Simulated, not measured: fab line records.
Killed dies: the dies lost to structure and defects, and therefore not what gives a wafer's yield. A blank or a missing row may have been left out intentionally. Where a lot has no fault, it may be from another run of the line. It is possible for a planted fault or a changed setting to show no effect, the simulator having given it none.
Split-lot study -- flow n5Finfet -- 21 wafers read from 7 lots, route of 1938 steps

THE SPLIT
At N5_BEOL_M10_HM_DEP_02 (deposits TiN, target thk 20 nm), the setting targetThkA was moved away from the recipe's 200 angstrom on 7 of the 21 wafers read, by -10.3% to +12.4%. All remaining wafers had this setting at the recipe value.

FROM THE SPLIT TO THE READING: what the file shows between them, 8 steps
- N5_BEOL_M10_COAT_59: time 60 s, resist thk 100 nm
- N5_BEOL_M10_COAT_60: time 60 s, resist thk 30 nm
- N5_BEOL_M10_STRIP_68: strips in N2/H2
- N5_BEOL_M10_STRIP_67: strips in CF4
- N5_BEOL_M10_HM_OPEN_17: chemistry Cl2/BCl3, target TiN, target depth 20 nm, overetch 6 nm
- N5_BEOL_M10_STRIP_19: strips in O2
- N5_BEOL_M10_STRIP_73: strips in C4F6/O2
- N5_BEOL_M10_STRIP_36: strips in N2/H2

THE READING
TiN_of_BEOL_M10_HM_DEP_02.thkNm (the simulator's own value, which no gauge read), in nm, at N5_BEOL_M10_TRENCH_ETCH_37 (etches SiCOH lowk in C4F6/O2, target depth 148.83 nm, time 48 s). The file does not state a usual value for it. Across the 14 wafers here that went through the recipe, the average is 15.7 nm and the standard deviation 0.21 nm.

wafer,"tool, chamber at the split","targetThkA as run, angstrom",against the recipe,"TiN_of_BEOL_M10_HM_DEP_02.thkNm, nm",against lot-mates on the recipe
L074.1,"pvdSputter-02, -",208.6,+4.3%,16.6,+1.0
L074.5,"pvdSputter-02, -",208.6,+4.3%,16.6,+1.0
L074.2,"pvdSputter-02, -",200,recipe,15.6,-
L079.1,"pvdSputter-02, -",224.8,+12.4%,18.4,+2.5
L079.2,"pvdSputter-02, -",200,recipe,15.8,-
L079.5,"pvdSputter-02, -",200,recipe,16,-
L081.2,"pvdSputter-03, -",200,recipe,15.6,-
L081.4,"pvdSputter-03, -",200,recipe,15.6,-
L081.5,"pvdSputter-03, -",200,recipe,15.8,-
L083.4,"pvdSputter-02, -",200,recipe,16.2,-
L083.5,"pvdSputter-02, -",200,recipe,15.8,-
L083.6,"pvdSputter-02, -",221.7,+10.9%,18.2,+2.2
L095.1,"pvdSputter-01, -",200,recipe,15.8,-
L095.2,"pvdSputter-01, -",200,recipe,15.4,-
L095.6,"pvdSputter-01, -",200,recipe,15.4,-
L094.2,"pvdSputter-03, -",179.4,-10.3%,13.6,-2.0
L094.3,"pvdSputter-03, -",179.4,-10.3%,13.6,-2.0
L094.4,"pvdSputter-03, -",200,recipe,15.6,-
L092.1,"pvdSputter-03, -",200,recipe,15.8,-
L092.6,"pvdSputter-03, -",200,recipe,15.8,-
L092.4,"pvdSputter-03, -",191.2,-4.4%,14.8,-1.0

FIT RESULTS
A straight line over all 21 wafers: TiN_of_BEOL_M10_HM_DEP_02.thkNm changes by +0.214 nm for each +1% of targetThkA; r = +0.99; the points scatter about the line by 0.18 nm.
The same after taking each lot's own level away (the mean of its wafers on the recipe; 21 wafers): +0.202 nm for each +1%; r = +0.99; scatter 0.12 nm.
The reading moves by 2.5 nm for the largest change in targetThkA, on that fit.
From 15.53 to 16.00 nm: that is the span of the lots' own levels, equal to 2.2 times the standard deviation above.
Consequently the slope shifts little with the lot-to-lot level, the two slopes agreeing.
Check: with one of the wafers moved furthest among these (+12.4%) left out of the fit, the line predicts +2.53 nm for it against its lot-mates. It came out at +2.5 nm against them.

THE OTHER SPLITS THESE WAFERS WENT THROUGH
Note: prior to the reading, these wafers also went through further splits. Each is held against what the fit with the lots' levels taken away leaves over:
other split on the same wafers,wafers away from the commonest value,r with TiN_of_BEOL_M10_HM_DEP_02.thkNm (lot level and that fit taken away)
N5_BEOL_M9_COAT_05 spinRpm,4,+0.14
N5_BEOL_M10_ILD_DEP_00 timeS,9,+0.15

THE WHOLE CHAIN: every reading that the file lists as answering this split, in the file's order
step,what it does,reading,change (the file's fit),r (the file's)
N5_BEOL_M10_HM_DEP_02,"deposits TiN, target thk 20 nm","TiN_of_BEOL_M10_HM_DEP_02.thkNm (the simulator's own value, which no gauge read)",+0.212 nm for each +1% of the setting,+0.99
N5_BEOL_M10_HM_OPEN_17,"chemistry Cl2/BCl3, target TiN, target depth 20 nm, overetch 6 nm","etch.depthNm (the simulator's own value, which no gauge read)",+0.209 nm for each +1% of the setting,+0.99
N5_BEOL_M10_TRENCH_ETCH_37,"etches SiCOH lowk in C4F6/O2, target depth 148.83 nm, time 48 s","TiN_of_BEOL_M10_HM_DEP_02.thkNm (the simulator's own value, which no gauge read)",+0.203 nm for each +1% of the setting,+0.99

FILE'S OWN FIT
TiN_of_BEOL_M10_HM_DEP_02.thkNm changes by +0.203 nm for each +1% of targetThkA, r = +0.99.
